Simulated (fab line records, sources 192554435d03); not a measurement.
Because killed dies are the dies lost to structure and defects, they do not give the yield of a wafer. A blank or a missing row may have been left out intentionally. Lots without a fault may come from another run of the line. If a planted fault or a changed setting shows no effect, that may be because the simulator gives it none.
Struck lot and sound lot, side by side / flow n5 finfet / 13 out of 1938 route steps
Sound: these wafers, L256.1, L256.2, L256.4. Struck: wafers L250.1, L250.2, L250.6. The cause is named last.
Per side, at each step with rows, come the tool, then ch with its chambers, and then its first start. Under that, the readings that differ: sound wafers / struck wafers / difference of the means / sigmas: that difference in standard deviations of wafers without a fault.
alike: same words and numbers on both sides, and readings whose means sit less than 2 such deviations apart. not compared: any withheld reading, any reading some wafer has no value for, any bound like >300 that may hide the same value, and any number with overlapping values for which the record gives no deviation.
A row with sigmas, a row that says differs or no value, or rows on one side alone: a step with any of these is where the two part. Numbers that don't overlap but have no deviation are shown without sigmas and don't part them. Lack of a reading on every wafer of one side parts them only where that side has two or more wafers.

N5_GATE_CUT_CMP_43: polishes SiO2.
  sound on cmp-04 ch 0,2,3, day 9 08:11; struck on cmp-01 ch 1,3, day 7 23:27
  alike: motor current A
N5_GATE_CUT_CMP_61: polishes, stops on SiNx, t overpolish 3 s.
  sound on cmp-04 ch 0,2,3, day 9 08:37; struck on cmp-01 ch 1,3, day 7 23:53
  alike: motor current A
N5_GATE_CUT_INSPECT_26: inspects for defects (darkfield).
  sound on defect inspect-01 at day 9 08:49; struck on defect inspect-02 at day 8 00:05
  alike: raw defect count
then, 8 steps without rows for these wafers: N5_MOL_CONTACT_COAG_COAT_103 (time 60 s, resist thk 80 nm); N5_MOL_CONTACT_COAG_COAT_104 (time 60 s, resist thk 12 nm); N5_MOL_CONTACT_COAG_COAT_58 (time 60 s, resist thk 10 nm); N5_MOL_CONTACT_COAG_COAT_02 (resist thk 30 nm); N5_MOL_CONTACT_COAG_EBR_04; N5_MOL_CONTACT_COAG_SOFTBAKE_03 (time 60 s); N5_MOL_CONTACT_COAG_EXPOSE_05 (exposes mask CA, defocus 0 nm); N5_MOL_CONTACT_COAG_PEB_06 (peb time 60 s).
N5_MOL_CONTACT_COAG_DEVELOP_07: develop time 30 s.
  sound on litho track-04 ch 0, day 9 09:03; struck on litho track-03, day 8 00:26
  no value came back on the struck wafers for chill plate temp C (C), develop time s (s); on the sound wafers chill plate temp C (C) reads 23.02 23.21 23.13
reading=model.CAR-EUV_of_MOL_CONTACT_COAG_COAT_02.thk nm (nm); sound=29.6 29.6 29.6; struck=30.2 30.2 30; difference=+0.5; sigmas=
N5_MOL_CONTACT_COAG_CD_MEAS_08: the cd target is 28 nm.
  sound on cd sem-02 ch 0, day 9 09:07; struck on cd sem-02 ch 0, day 8 00:30
reading=cd nm (nm); sound=28.36 28.02 28.36; struck=- - -; difference=no value on the struck wafers; sigmas=

WHERE THEY PART
Earliest at N5_MOL_CONTACT_COAG_DEVELOP_07; latest, in this record, at N5_MOL_CONTACT_COAG_CD_MEAS_08.

WHY: the cause the simulator had injected
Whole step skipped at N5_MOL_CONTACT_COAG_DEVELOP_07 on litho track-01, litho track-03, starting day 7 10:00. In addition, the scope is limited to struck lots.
